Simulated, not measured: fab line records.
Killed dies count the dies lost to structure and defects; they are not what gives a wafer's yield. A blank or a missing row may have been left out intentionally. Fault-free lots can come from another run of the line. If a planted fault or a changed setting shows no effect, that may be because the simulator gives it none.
A lot that was struck, set against a sound lot :: flow nand-harc :: 19 steps out of a route of 1302
Sound: these wafers, L848.2, L848.4, L848.5. Wafers struck: L858.1, L858.2, L858.6. The cause comes at the end.
Order at every step that has rows: each side's tool, ch and its chambers, its first start. Under that, the readings that differ: sound wafers :: struck wafers :: difference of the means :: sigmas: that difference in standard deviations of wafers without a fault.
alike: readings whose means differ by less than 2 such deviations, and words and numbers that are the same on both sides. not compared: withheld readings, readings that some wafer has no value for, bounds like >300 that may hide the same value, and numbers for which the record gives no deviation and whose values overlap.
Wherever a step has rows on one side only, a row that says differs or no value, or a row with sigmas, the two part there. Numbers that don't overlap but have no deviation are shown without sigmas and don't part them. A reading that every wafer of one side lacks parts them only if that side has two wafers or more.

NHARC_P_GATE_CD_MEAS_59: the cd target is 720 nm.
  sound on cd-sem-01 ch 0, day 5 15:55; struck on cd-sem-02 ch 0, day 10 03:31
  alike: cd-nm
then, 1 step without rows for these wafers: NHARC_P_GATE_HARDBAKE_60 (time 80 s).
NHARC_P_GATE_DESCUM_61: chemistry O2, time 3 s.
  sound on rie-diel-05 ch 0,1,2, day 5 16:05; struck on rie-diel-06 ch 1,2,3, day 10 03:42
  alike: drypump-motor-current-A, mfc-ar-sccm, oes-product-au, rf-vpp-V, showerhead-plenum-p-Torr, throttle-valve-pct
  not compared: rf-hours-counter-h
after that, 1 step had no rows for these wafers: NHARC_P_GATE_IMPLANT_62.
NHARC_P_GATE_STRIP_112: strips in N2/H2, time 200 s.
  sound on plasma-asher-02 ch 0,1, day 5 16:26; struck on plasma-asher-02 ch 0,1, day 10 04:02
  alike: drypump-motor-current-A, heater-power-w
  not compared: rf-hours-counter-h
NHARC_P_GATE_STRIP_76: strips in O2.
  sound on plasma-asher-02 ch 0,1, day 5 16:42; struck on plasma-asher-02 ch 0,1, day 10 04:18
  alike: drypump-motor-current-A, heater-power-w
  not compared: rf-hours-counter-h
then, 6 steps without rows for these wafers: NHARC_P_GATE_STRIP_63 (strips in SPM, time 900 s); NHARC_P_GATE_DEHYDRATE_83 (time 120 s); NHARC_P_GATE_HMDS_84 (time 30 s); NHARC_P_GATE_COAT_85; NHARC_P_GATE_SOFTBAKE_86 (time 95 s); NHARC_P_GATE_EBR_87.
NHARC_P_GATE_EXPOSE_88: exposes mask P HVN, target cd 2000 nm.
  sound on krf-scanner-04 ch 0, day 5 17:21; struck on krf-scanner-04 ch 0, day 10 05:04
reading: mask
sound: P_HVN#0 P_HVN#0 P_HVN#0
struck: P_HVN_R1#0 P_HVN_R1#0 P_HVN_R1#0
difference: differs
sigmas: 
then, 2 steps without rows for these wafers: NHARC_P_GATE_PEB_89 (peb time 85 s); NHARC_P_GATE_DEVELOP_90 (time 70 s).
NHARC_P_GATE_CD_MEAS_91: the cd target is 2000 nm.
  sound on cd-sem-03 ch 0, day 5 17:30; struck on cd-sem-02 ch 0
reading: cd-nm (nm)
sound: 1997.7 1998.4 1998.0
struck: 1986.8 1984.3 1986.5
difference: -12.2
sigmas: -8
  not compared: hold
NHARC_P_GATE_DESCUM_93: chemistry O2, time 3 s.
  sound on rie-diel-05 ch 1,3, day 5 17:40; struck on rie-diel-05 ch 1,2, day 10 07:48
reading: model.P_GATE.cd-nm (nm)
sound: 1997 1998 1998
struck: 1987 1984 1987
difference: -12
sigmas: 
  alike: drypump-motor-current-A, mfc-ar-sccm, oes-product-au, rf-vpp-V, showerhead-plenum-p-Torr, throttle-valve-pct
  not compared: rf-hours-counter-h
after that, 1 step had no rows for these wafers: NHARC_P_GATE_IMPLANT_94.
-- the record jumps here: 18 days lie between the struck wafers' starts before and after (it left off in module P_GATE and takes up again in module END, whose first step shown is number 1302 of the route) --
NHARC_END_SORT_01:
  the record has rows for the struck wafers here (prober-01 ch 0, day 28 08:11) and none for the sound ones

## WHERE THEY PART
First at NHARC_P_GATE_EXPOSE_88; last, within this record, at NHARC_END_SORT_01.

WHY: whatever the simulator had introduced
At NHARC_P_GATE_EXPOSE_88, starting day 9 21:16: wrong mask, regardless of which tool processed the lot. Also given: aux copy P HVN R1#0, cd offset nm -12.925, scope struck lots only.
